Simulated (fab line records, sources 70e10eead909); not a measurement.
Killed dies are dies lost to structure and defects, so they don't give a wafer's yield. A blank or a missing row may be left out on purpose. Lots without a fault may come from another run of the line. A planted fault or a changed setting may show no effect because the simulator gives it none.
Chamber matching | flow nand_harc | NHARC_A_CHANNEL_HOLE_D1_DEP_01 on pecvd-02: 3 sister chambers
The step deposits SiON, target thk 140 nm. 6 wafers are shown with their chamber, then 7 later ones without.

WAFERS WITH THEIR CHAMBER
wafer  | chamber | heater_power_w (W) | rf_fwd_power_W (W)
L737.6 | 0       | 555                | 348.4
L738.1 | 0       | 650                | 347.3
L738.3 | 2       | 735                | 349.4
L740.1 | 1       | 771                | 349.2
L740.4 | 1       | 777                | 348.7
L740.6 | 2       | 773                | 348.1

WAFERS WITHOUT THEIR CHAMBER
wafer  | heater_power_w (W) | rf_fwd_power_W (W)
L743.1 | 717                | 348.0
L743.4 | 714                | 347.3
L743.6 | 642                | 348.5
L747.3 | 890                | 348.5
L754.1 | 778                | 347.4
L754.4 | 714                | 347.0
L754.5 | 775                | 348.8

WHICH CHAMBER EACH WENT THROUGH
wafer  | from the rows above          | in truth
L743.1 | can't be placed: 2 or 1 or 0 | 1
L743.4 | can't be placed: 2 or 1 or 0 | 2
L743.6 | can't be placed: 0 or 2 or 1 | 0
L747.3 | can't be placed: 1 or 2      | 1
L754.1 | can't be placed: 2 or 1      | 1
L754.4 | can't be placed: 2 or 0 or 1 | 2
L754.5 | can't be placed: 1 or 2      | 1
Placed correctly: 0 of 7. Can't be placed from these rows: 7 (the true chamber is among the candidates in 7). Placed wrongly: 0.
How it was worked out, from the rows above alone: a wafer's distance from a chamber is the root of the sum, over the readings, of the square of ((its reading less the chamber's mean) divided by the reading's scatter). The wafer belongs to the nearest chamber; if the next one is less than 2 further off, it can't be placed. A chamber's mean is the mean of its shown wafers. The scatter: the root of (the sum of the squares of (reading less its chamber's mean) over the shown wafers, divided by (wafers less chambers)).
